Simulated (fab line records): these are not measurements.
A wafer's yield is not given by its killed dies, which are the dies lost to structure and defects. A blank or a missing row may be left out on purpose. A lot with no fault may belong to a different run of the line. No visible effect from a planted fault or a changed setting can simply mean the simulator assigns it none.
fab line records    flow n5Finfet
[record] lots = 10  wafers = 29  lastDay = 17
route steps=1938 shown BEOL_M3@944 BEOL_M4@1111
lots that met no fault: taken from a fault-free run of the same line
startH: hours from the record's opening day to when the first of the lot's shown wafers began    waitH: hours elapsed since this lot's preceding step    " unchanged from the row above    L1.1+2: several wafers, shown together as one row    - no value, or no start given    * or withheld: withheld    < > ~ a bound
route shown NAME@n: names a module that has steps shown in the file, with the first one's number in the route    usual: mean/standard deviation of fault-free wafers    same: alike in all rows    chamber/n: place in a boat    sites: per-site readings    _std_site: the values' standard deviation    _edge_site: mean of outer sites minus mean of inner sites    radiusMm: how far each site lies from the wafer's centre    mask NAME#n: copy n    behind: the tool/chamber that last shaped the wafer    hold: reason for holding the lot/hours on hold/outcome of the hold    device: which transistor (n, p or np) failed to switch    end of line: the same wafers' tests at the end of the route    a step given without rows: its recipe and nothing more    killed: not the wafer's yield, but the dies lost to structure and defects at the first sort    map: the dies of a wafer, with x for killed, . for not killed, _ for no die there
set.NAME: the setting that was run; set.NAME@STEP: the one run at that earlier step    model.NAME: the simulator's own value behind a step, which no gauge read
steps of the route over a sample of lots; a table a step, a row a wafer
services: the hour from which a tool's chamber was out of use, counted from the record's first day as startH (under 0 if before that day), plus the number of hours and why
[[steps]]
[step N5_BEOL_M3_CD_MEAS_11]
[recipe] targetCdNm = 17.05  landingEnergyEv = 500  detector = seInlens  polarity = opening
[usual] cdNm = 16.93/0.24
lot.wafer  tool      chamber  startH  waitH  cdNm
L932.1     cdSem-02  0        144.42  -      16.89
L932.5     "         0        "       "      16.83
L932.6     "         0        "       "      16.80
L933.3     cdSem-01  0        146.13  -      16.67
L933.4     "         0        "       "      16.57
L933.6     "         0        "       "      16.59
L934.3     cdSem-01  0        161.98  -      16.99
L934.5     "         0        "       "      17.24
L936.1     cdSem-01  0        169.54  -      17.09
L936.3     "         0        "       "      16.94
L936.5     "         0        "       "      17.07
L943.1     cdSem-03  0        231.53  -      16.61
L943.3     "         0        "       "      16.90
L943.6     "         0        "       "      16.66
L945.1     cdSem-02  0        231.91  -      17.00
L945.2     "         0        "       "      17.02
L945.5     "         0        "       "      16.73
L948.2     cdSem-01  0        242.97  -      17.12
L948.5     "         0        "       "      16.76
L948.6     "         0        "       "      17.16
L949.2     cdSem-03  0        248.07  -      17.22
L949.5     "         0        "       "      16.87
L949.6     "         0        "       "      16.67
L950.1     cdSem-02  0        255.06  -      17.23
L950.2     "         0        "       "      17.09
L950.5     "         0        "       "      16.71
L955.1     cdSem-02  0        291.83  -      17.03
L955.3     "         0        "       "      16.69
L955.6     "         0        "       "      16.41
[step N5_BEOL_M3_ETCH_69]
[recipe] chemistry = CF4  target = SiARC  targetDepthA = 156  maskMaterial = CAR-EUV  timeS = 26  ionEnergyEv = 80  pressureMtorr = 40  sourceW = 545  biasW = 36  Ar_flow_sccm = 100  cf4FlowSccm = 100  ends = cleared
[usual] drypumpMotorCurrentA = 5.5/0.36  etchRfOnTimeS = 26.1/0.87  oesProductAu = 0.67/0.074  rfFwdPowerW = 532.6/2.3  rfVppV = 184.1/1.2  showerheadPlenumPTorr = 2.15/0.067  throttleValvePct = 15.65/0.21
lot.wafer  tool        chamber  startH  waitH  drypumpMotorCurrentA  etchRfOnTimeS  oesProductAu  rfFwdPowerW  rfHoursCounterH  rfVppV  showerheadPlenumPTorr  throttleValvePct
L932.1     rieDiel-02  0        145.62  0.0    4.8                   26.9           0.59          536.6        224              183.3   2.14                   15.99
L932.5     "           0        "       "      4.8                   27.0           0.59          533.1        -                184.0   2.14                   16.01
L932.6     "           3        "       "      5.7                   25.8           0.78          531.4        -                185.3   2.26                   15.71
L933.3     rieDiel-06  2        147.88  0.0    6.1                   25.6           0.67          535.6        119              184.3   2.14                   15.59
L933.4     "           0        "       "      5.6                   25.3           0.65          532.9        -                185.1   2.23                   15.63
L933.6     "           2        "       "      6.1                   25.7           0.67          535.8        -                184.9   2.14                   15.59
L934.3     rieDiel-02  1        163.03  0.0    5.9                   26.5           0.60          530.4        196              184.4   2.13                   15.80
L934.5     "           1        "       "      6.0                   26.4           0.60          533.9        -                184.2   2.13                   15.80
L936.1     rieDiel-02  3        170.87  0.0    5.7                   25.1           0.77          532.8        36               184.8   2.26                   15.73
L936.3     "           2        "       "      5.8                   25.0           0.82          529.7        11               183.5   2.10                   15.16
L936.5     "           2        "       "      5.8                   25.1           0.83          532.1        -                183.0   2.10                   15.16
L943.1     rieDiel-02  2        233.05  0.0    5.8                   24.9           0.78          531.8        27               183.1   2.10                   15.19
L943.3     "           0        "       "      4.7                   26.7           0.58          537.4        250              184.7   2.13                   16.05
L943.6     "           2        "       "      5.8                   25.2           0.79          532.8        -                183.8   2.10                   15.19
L945.1     rieDiel-06  0        233.48  0.0    5.6                   25.5           0.62          532.3        172              185.0   2.22                   15.68
L945.2     "           3        "       "      5.2                   26.2           0.72          528.8        54               184.6   2.25                   15.33
L945.5     "           1        "       "      5.4                   25.3           0.72          533.9        -                182.1   2.09                   15.80
L948.2     rieDiel-04  1        244.17  0.0    5.0                   27.9           0.56          533.7        248              184.0   2.10                   15.89
L948.5     "           0        "       "      5.6                   27.3           0.70          530.9        -                183.4   2.10                   15.56
L948.6     "           1        "       "      5.0                   28.4           0.56          532.6        -                183.3   2.10                   15.90
L949.2     rieDiel-06  0        249.33  0.0    5.6                   25.6           0.62          533.7        176              184.6   2.22                   15.68
L949.5     "           3        "       "      5.2                   26.3           0.71          531.2        -                184.9   2.25                   15.35
L949.6     "           0        "       "      5.5                   25.3           0.63          532.3        -                184.5   2.22                   15.69
L950.1     rieDiel-06  2        256.54  0.0    6.1                   25.0           0.66          533.8        152              185.1   2.13                   15.64
L950.2     "           1        "       "      5.4                   25.1           0.70          533.3        85               184.2   2.09                   15.82
L950.5     "           0        "       "      5.6                   25.2           0.63          532.0        -                185.4   2.22                   15.69
L955.1     rieDiel-04  0        292.89  0.0    5.6                   27.2           0.70          532.5        83               182.5   2.10                   15.57
L955.3     "           2        "       "      5.7                   26.4           0.60          537.7        198              182.8   2.04                   15.69
L955.6     "           0        "       "      5.6                   27.1           0.69          529.5        -                182.9   2.10                   15.57
[step N5_BEOL_M3_ETCH_70]
[recipe] chemistry = N2/H2  target = SOC  targetDepthA = 800  overetchA = 160  maskMaterial = SiARC  tempC = 40  timeS = 120  ionEnergyEv = 200  pressureMtorr = 30  sourceW = 840  biasW = 150  n2FlowSccm = 200  h2FlowSccm = 200
[usual] drypumpMotorCurrentA = 5.6/0.36  oesProductAu = 0.61/0.061  rfFwdPowerW = 836/3.1  rfVppV = 524.2/2.6  showerheadPlenumPTorr = 2.56/0.1  throttleValvePct = 17.87/0.23
[same] timeS = 120
lot.wafer  tool        chamber  startH  waitH  drypumpMotorCurrentA  oesProductAu  rfFwdPowerW  rfHoursCounterH  rfVppV  showerheadPlenumPTorr  throttleValvePct
L932.1     rieDiel-06  2        145.90  0.0    6.1                   0.60          839          118              524.7   2.56                   17.86
L932.5     "           3        "       "      5.2                   0.67          829          -                527.4   2.72                   17.64
L932.6     "           0        "       "      5.6                   0.58          840          -                527.5   2.67                   17.99
L933.3     rieDiel-06  3        153.60  0.0    5.2                   0.67          833          37               529.1   2.72                   17.66
L933.4     "           2        "       "      6.1                   0.60          839          122              524.3   2.56                   17.84
L933.6     "           0        "       "      5.6                   0.56          830          -                525.6   2.67                   18.01
L934.3     rieDiel-04  2        163.33  0.0    5.7                   0.56          840          158              519.5   2.42                   17.68
L934.5     "           2        "       "      5.7                   0.56          837          -                520.2   2.42                   17.67
L936.1     rieDiel-06  0        174.52  0.0    5.5                   0.56          836          154              527.5   2.67                   18.02
L936.3     "           2        "       "      6.1                   0.59          838          127              522.6   2.56                   17.89
L936.5     "           0        "       "      5.6                   0.57          837          -                525.2   2.67                   18.03
L943.1     rieDiel-06  3        235.64  0.0    5.2                   0.65          833          55               527.6   2.71                   17.69
L943.3     "           0        "       "      5.5                   0.56          1040         172              488.8   2.66                   18.04
L943.6     "           2        "       "      6.1                   0.58          837          -                525.5   2.55                   17.90
L945.1     rieDiel-06  3        239.07  0.0    5.2                   0.64          835          56               529.1   2.71                   17.69
L945.2     "           0        "       "      5.5                   0.56          1037         173              488.8   2.66                   18.07
L945.5     "           3        "       "      5.2                   0.65          832          -                526.8   2.71                   17.70
L948.2     rieDiel-02  2        247.21  0.0    5.8                   0.69          831          33               522.8   2.47                   17.39
L948.5     "           1        "       "      6.0                   0.53          837          -                522.9   2.49                   17.91
L948.6     "           3        "       "      5.7                   0.65          837          -                529.2   2.70                   18.24
L949.2     rieDiel-02  1        253.97  0.0    6.0                   0.52          841          226              522.8   2.49                   17.90
L949.5     "           3        "       "      5.7                   0.65          831          -                526.7   2.70                   18.22
L949.6     "           1        "       "      6.0                   0.53          841          -                523.6   2.49                   17.92
L950.1     rieDiel-02  0        272.44  0.0    4.8                   0.74          835          5                520.5   2.52                   17.86
L950.2     "           2        "       "      5.8                   0.68          836          40               522.3   2.47                   17.41
L950.5     "           3        "       "      5.7                   0.65          831          -                527.8   2.70                   18.23
L955.1     rieDiel-06  3        298.98  0.0    5.2                   0.63          833          69               526.8   2.71                   17.71
L955.3     "           1        "       "      5.5                   0.61          838          96               520.7   2.46                   18.01
L955.6     "           3        "       "      5.2                   0.64          831          -                529.1   2.71                   17.72
[step N5_BEOL_M3_OCD_MEAS_38]
[usual] trenchDepthNm = 55.5/1.3
lot.wafer  tool    chamber  startH  waitH  trenchDepthNm
L932.1     ocd-02  -        146.25  -      56.7
L932.5     "       -        "       "      55.7
L932.6     "       -        "       "      57.7
L933.3     ocd-02  -        153.96  -      55.0
L933.4     "       -        "       "      55.6
L933.6     "       -        "       "      56.1
L934.3     ocd-01  -        163.69  -      54.5
L934.5     "       -        "       "      54.6
L936.1     ocd-01  -        174.88  -      56.4
L936.3     "       -        "       "      55.6
L936.5     "       -        "       "      56.4
L943.1     ocd-01  -        235.99  -      54.4
L943.3     "       -        "       "      55.6
L943.6     "       -        "       "      55.5
L945.1     ocd-01  -        239.43  -      55.3
L945.2     "       -        "       "      55.6
L945.5     "       -        "       "      55.0
L948.2     ocd-01  -        247.57  -      55.9
L948.5     "       -        "       "      55.5
L948.6     "       -        "       "      56.1
L949.2     ocd-02  -        254.33  -      55.6
L949.5     "       -        "       "      55.2
L949.6     "       -        "       "      56.0
L950.1     ocd-02  -        272.79  -      57.4
L950.2     "       -        "       "      55.7
L950.5     "       -        "       "      55.4
L955.1     ocd-02  -        299.33  -      55.8
L955.3     "       -        "       "      57.2
L955.6     "       -        "       "      56.7
[step N5_BEOL_M4_RC_MEAS_101]
[usual] DIBL_N = 37.5/2.5  DIBL_P = 38/3.1  IOFF_N = 0.19/0.059  IOFF_P = 0.24/0.061  ION_N = 679/16  ION_P = 465/9.8  SS_N = 72.0/0.8  SS_P = 73.7/0.86  VT_N = 248/4.5  VT_P = -249/3.5
lot.wafer  tool       chamber  startH  waitH  DIBL_N[mV/V]  DIBL_P[mV/V]  IOFF_N[nA/um]  IOFF_P[nA/um]  ION_N[uA/um]  ION_P[uA/um]  SS_N[mV/dec]  SS_P[mV/dec]  VT_N[mV]  VT_P[mV]
L932.1     prober-02  0        163.35  0.0    34.1          36            0.12           0.20           659           459           70.6          72.8          254       -249
L932.5     "          0        "       "      37.8          37            0.18           0.22           678           466           72.3          73.5          251       -250
L932.6     "          0        "       "      39.7          40            0.23           0.27           679           459           72.7          74.2          248       -245
L933.3     prober-02  0        170.07  0.3    37.3          38            0.18           0.23           677           459           72.0          73.5          250       -250
L933.4     "          0        "       "      37.3          40            0.19           0.27           675           465           72.5          74.2          248       -248
L933.6     "          0        "       "      37.4          38            0.18           0.22           676           460           72.6          73.8          255       -252
L934.3     prober-02  0        179.86  0.3    37.4          40            0.18           0.24           675           466           71.5          73.8          248       -248
L934.5     "          0        "       "      35.7          38            0.14           0.19           666           463           71.5          73.9          254       -252
L936.1     prober-02  0        188.58  0.0    37.5          38            0.19           0.24           679           463           71.3          73.4          249       -248
L936.3     "          0        "       "      41.0          43            0.31           0.37           711           480           72.8          75.0          238       -242
L936.5     "          0        "       "      37.7          38            0.18           0.25           683           469           72.1          73.4          248       -247
L943.1     prober-02  0        252.06  0.0    39.0          40            0.23           0.28           694           469           71.8          73.5          244       -247
L943.3     "          0        "       "      36.6          38            0.17           0.24           672           463           71.9          73.4          249       -248
L943.6     "          0        "       "      42.2          45            0.37           0.43           714           484           72.8          74.8          238       -242
L945.1     prober-02  0        257.03  0.0    37.5          37            0.20           0.30           706           489           70.9          73.4          242       -244
L945.2     "          0        "       "      36.4          34            0.16           0.23           689           470           72.0          72.9          249       -248
L945.5     "          0        "       "      36.5          35            0.18           0.26           684           479           71.7          72.7          249       -244
L948.2     prober-02  0        262.83  0.2    36.4          37            0.15           0.19           668           458           71.9          73.5          253       -251
L948.5     "          0        "       "      36.4          37            0.15           0.20           679           466           72.0          73.8          252       -252
L948.6     "          0        "       "      37.9          40            0.19           0.24           689           471           72.1          74.0          248       -248
L949.2     prober-01  0        283.52  0.2    40.7          41            0.24           0.26           697           471           72.1          74.2          243       -248
L949.5     "          0        "       "      38.4          37            0.19           0.20           664           453           72.4          73.8          251       -255
L949.6     "          0        "       "      34.4          34            0.12           0.16           658           449           71.9          72.4          255       -254
L950.1     prober-02  0        284.19  0.0    34.5          35            0.14           0.21           668           462           70.9          73.5          249       -249
L950.2     "          0        "       "      36.0          35            0.14           0.20           668           459           71.2          73.8          251       -250
L950.5     "          0        "       "      39.9          40            0.24           0.28           696           475           71.8          74.1          244       -246
L955.1     prober-02  0        317.13  0.0    36.5          37            0.18           0.22           681           462           72.6          73.0          250       -249
L955.3     "          0        "       "      36.5          39            0.19           0.27           690           476           72.7          74.0          247       -247
L955.6     "          0        "       "      36.0          37            0.15           0.20           677           461           72.3          73.7          253       -253
[[services]]
tool        chamber  startH  hours  kind
rieDiel-06  3        176.37  19.3   repair
rieDiel-04  0        222.79  11.3   repair
rieDiel-04  2        228.08  2.4    repair
rieDiel-02  0        234.65  -      clean
rieDiel-02  0        234.65  -      consumableReplace:focusRing
rieDiel-02  0        234.65  19.3   scheduledDown
rieDiel-02  0        234.65  19.3   ventCycle
rieDiel-04  1        249.86  -      clean
rieDiel-04  1        249.86  -      consumableReplace:focusRing
rieDiel-04  1        249.86  12.2   scheduledDown
rieDiel-04  1        249.86  12.2   ventCycle
[[key]]
[firstSign] step = N5_BEOL_M3_ETCH_70  reading = rfFwdPowerW  direction = up  sigmas = 65  usual = *  struck = *
[effect] step = N5_BEOL_M3_ETCH_70  reading = rfVppV  direction = down  sigmas = 14  usual = 524.2  struck = 488.8
metAt N5_BEOL_M3_ETCH_70
struckLots L943,L945
struckWafers L943.3,L945.2
notActingAt N5_BEOL_M3_CD_MEAS_11,N5_BEOL_M3_ETCH_69,N5_BEOL_M3_OCD_MEAS_38
onsetBetween 174.52 235.64
[fault] kind = processParameterDrift  tool = rieDiel-06  chamber = 0  onsetH = 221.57  steps = N5_BEOL_M3_ETCH_70  channel = sourceW  offset = 201.6  shape = step  endH = 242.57  actsIn = theseRecipesOnly  stated = 840
